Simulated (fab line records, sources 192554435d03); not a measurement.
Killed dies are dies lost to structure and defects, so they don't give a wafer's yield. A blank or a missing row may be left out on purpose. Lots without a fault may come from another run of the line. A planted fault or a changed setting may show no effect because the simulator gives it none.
Split-lot experiment | flow n5_finfet | 7 lots, 39 wafers read, on a route of 1938 steps

THE SPLIT
At N5_BEOL_M14_DEP_53 (deposits SiCN from 3MS/NH3, target thk 50 nm, time 17.8 s), the setting time_s was moved away from the recipe's 17.8 s on 12 of the 39 wafers read, by -16.9% to +43.7%. The other wafers ran this setting at the recipe's value.

The reading is taken at the split's own step.

THE READING
SiCN_of_BEOL_M14_DEP_53.thk_nm (the simulator's own value, which no gauge read), in nm, at N5_BEOL_M14_DEP_53 (deposits SiCN from 3MS/NH3, target thk 50 nm, time 17.8 s). The file gives no usual value for it. The 27 wafers here that ran the recipe average 49.7 nm, standard deviation 0.71 nm.

wafer  | tool, chamber at the split | time_s as run, s | against the recipe | SiCN_of_BEOL_M14_DEP_53.thk_nm, nm | against lot-mates on the recipe
L076.1 | pecvd-02, 1                | 24.66            | +38.5%             | 68.8                               | +18.8
L076.2 | pecvd-02, 2                | 24.66            | +38.5%             | 68.4                               | +18.4
L076.3 | pecvd-02, 0                | 24.66            | +38.5%             | 68                                 | +18.0
L076.4 | pecvd-02, 1                | 17.8             | recipe             | 51.2                               | -
L076.5 | pecvd-02, 0,2              | 17.8             | recipe             | 49.4                               | -
L076.6 | pecvd-02, 0,2              | 17.8             | recipe             | 49.4                               | -
L078.1 | pecvd-03, 1                | 25.57            | +43.7%             | 70.6                               | +20.7
L078.2 | pecvd-03, 0,1              | 17.8             | recipe             | 50                                 | -
L078.4 | pecvd-03, 0,1              | 17.8             | recipe             | 50                                 | -
L078.3 | pecvd-03, 2                | 25.57            | +43.7%             | 69.8                               | +19.9
L078.5 | pecvd-03, 2                | 17.8             | recipe             | 49.6                               | -
L078.6 | pecvd-03, 0                | 25.57            | +43.7%             | 71.2                               | +21.3
L080.1 | pecvd-02, 2                | 17.8             | recipe             | 49.2                               | -
L080.2 | pecvd-02, 1                | 17.8             | recipe             | 49.6                               | -
L080.3 | pecvd-02, 0,2              | 17.8             | recipe             | 49                                 | -
L080.6 | pecvd-02, 0,2              | 17.8             | recipe             | 49                                 | -
L080.4 | pecvd-02, 1                | 17.8             | recipe             | 50.4                               | -
L080.5 | pecvd-02, 0                | 17.8             | recipe             | 49.4                               | -
L091.3 | pecvd-03, 0                | 17.8             | recipe             | 51                                 | -
L091.4 | pecvd-03, 2                | 17.8             | recipe             | 50.2                               | -
L091.5 | pecvd-03, 2                | 17.8             | recipe             | 49.8                               | -
L089.1 | pecvd-04, 2                | 17.8             | recipe             | 49.2                               | -
L089.2 | pecvd-04, 1                | 17.8             | recipe             | 49.6                               | -
L089.3 | pecvd-04, 0                | 23.75            | +33.4%             | 65.2                               | +15.5
L089.4 | pecvd-04, 1                | 17.8             | recipe             | 50.2                               | -
L089.5 | pecvd-04, 2                | 23.75            | +33.4%             | 66.8                               | +17.1
L089.6 | pecvd-04, 0                | 23.75            | +33.4%             | 67                                 | +17.3
L093.1 | pecvd-04, 1,0,2            | 17.8             | recipe             | 48.8                               | -
L093.2 | pecvd-04, 1,0,2            | 17.8             | recipe             | 48.8                               | -
L093.3 | pecvd-04, 1,0,2            | 17.8             | recipe             | 48.8                               | -
L093.4 | pecvd-04, 1,2              | 14.79            | -16.9%             | 41                                 | -7.8
L093.6 | pecvd-04, 1,2              | 14.79            | -16.9%             | 41                                 | -7.8
L093.5 | pecvd-04, 0                | 14.79            | -16.9%             | 41.6                               | -7.2
L095.1 | pecvd-02, 0                | 17.8             | recipe             | 49.4                               | -
L095.4 | pecvd-02, 0                | 17.8             | recipe             | 49.4                               | -
L095.2 | pecvd-02, 1                | 17.8             | recipe             | 49.8                               | -
L095.3 | pecvd-02, 2                | 17.8             | recipe             | 50.2                               | -
L095.5 | pecvd-02, 1                | 17.8             | recipe             | 51.6                               | -
L095.6 | pecvd-02, 2                | 17.8             | recipe             | 50                                 | -
Where a row lists several chambers, the file gives one row for several wafers and doesn't say which wafer went through which chamber.

THE FIT
A straight line over all 39 wafers: SiCN_of_BEOL_M14_DEP_53.thk_nm changes by +0.486 nm for each +1% of time_s; r = +1.00; the points scatter about the line by 0.7 nm.
The same after taking each lot's own level away (the mean of its wafers on the recipe; 39 wafers): +0.478 nm for each +1%; r = +1.00; scatter 0.61 nm.
On that fit, the largest move of time_s shifts the reading by 21 nm.
The lots' own levels span 48.80 to 50.33 nm, that is 2.2 times the standard deviation above.
So the lot-to-lot level changes the slope little: the two slopes agree.
Check: with one of the wafers moved furthest among these (+43.7%) left out of the fit, the line predicts +21 nm for it against its lot-mates. It came out at +20.7 nm against them.

OTHER SPLITS ON THESE WAFERS
These wafers also went through other splits before the reading. Each is held against what the fit with the lots' levels taken away leaves over:
other split on the same wafers      | wafers away from the commonest value | r with SiCN_of_BEOL_M14_DEP_53.thk_nm (lot level and that fit taken away)
N5_BEOL_M11_ILD_DEP_00 target_thk_a | 18                                   | +0.20
N5_BEOL_M12_DEP_53 target_thk_a     | 15                                   | -0.16

THE FILE'S OWN FIT
SiCN_of_BEOL_M14_DEP_53.thk_nm changes by +0.479 nm for each +1% of time_s, r = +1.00.
